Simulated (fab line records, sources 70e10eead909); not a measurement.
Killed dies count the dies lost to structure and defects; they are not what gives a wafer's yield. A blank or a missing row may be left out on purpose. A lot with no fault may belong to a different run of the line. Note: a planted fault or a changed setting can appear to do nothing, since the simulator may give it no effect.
Matching of chambers :: flow nand-harc :: NHARC_A_CHANNEL_FILL_D1_ALD_14 on ald-hk-04: 4 sister chambers
The step deposits SiO2, target thk 2.5 nm, pulse time 10 s, ald cycles 25. 4 wafers are shown with their chamber, then 8 later ones without.

EACH WAFER AND ITS CHAMBER
wafer: L080.5
chamber: 0
heater-power-w (W): 385

wafer: L080.3
chamber: 1
heater-power-w (W): 423

wafer: L080.4
chamber: 2
heater-power-w (W): 468

wafer: L089.2
chamber: 3
heater-power-w (W): 553

WAFERS WHOSE CHAMBER IS MISSING
wafer: L089.4
heater-power-w (W): 432

wafer: L089.6
heater-power-w (W): 480

wafer: L093.3
heater-power-w (W): 472

wafer: L093.4
heater-power-w (W): 376

wafer: L093.6
heater-power-w (W): 575

wafer: L097.2
heater-power-w (W): 550

wafer: L097.4
heater-power-w (W): 469

wafer: L097.6
heater-power-w (W): 367

CHAMBER TAKEN BY EACH
wafer: L089.4
from the rows above: 1
in truth: 1

wafer: L089.6
from the rows above: 2
in truth: 2

wafer: L093.3
from the rows above: 2
in truth: 2

wafer: L093.4
from the rows above: 0
in truth: 0

wafer: L093.6
from the rows above: 3
in truth: 3

wafer: L097.2
from the rows above: 3
in truth: 3

wafer: L097.4
from the rows above: 2
in truth: 2

wafer: L097.6
from the rows above: 0
in truth: 0
Correctly placed: 8 of 8. Not placeable from these rows: 0. Wrongly placed: 0.
How it was worked out, from the rows above alone: a wafer's distance from a chamber is the root of the sum, over the readings, of the square of ((its reading less the chamber's mean) divided by the reading's scatter). If the next closest chamber is less than 2 further off than the closest, the wafer can't be placed; otherwise it belongs to the closest. A chamber's mean is the mean of its shown wafers. The scatter (one wafer shown for each chamber): square how far every hidden wafer sits from the nearest shown wafer, average those squares and take the square root.
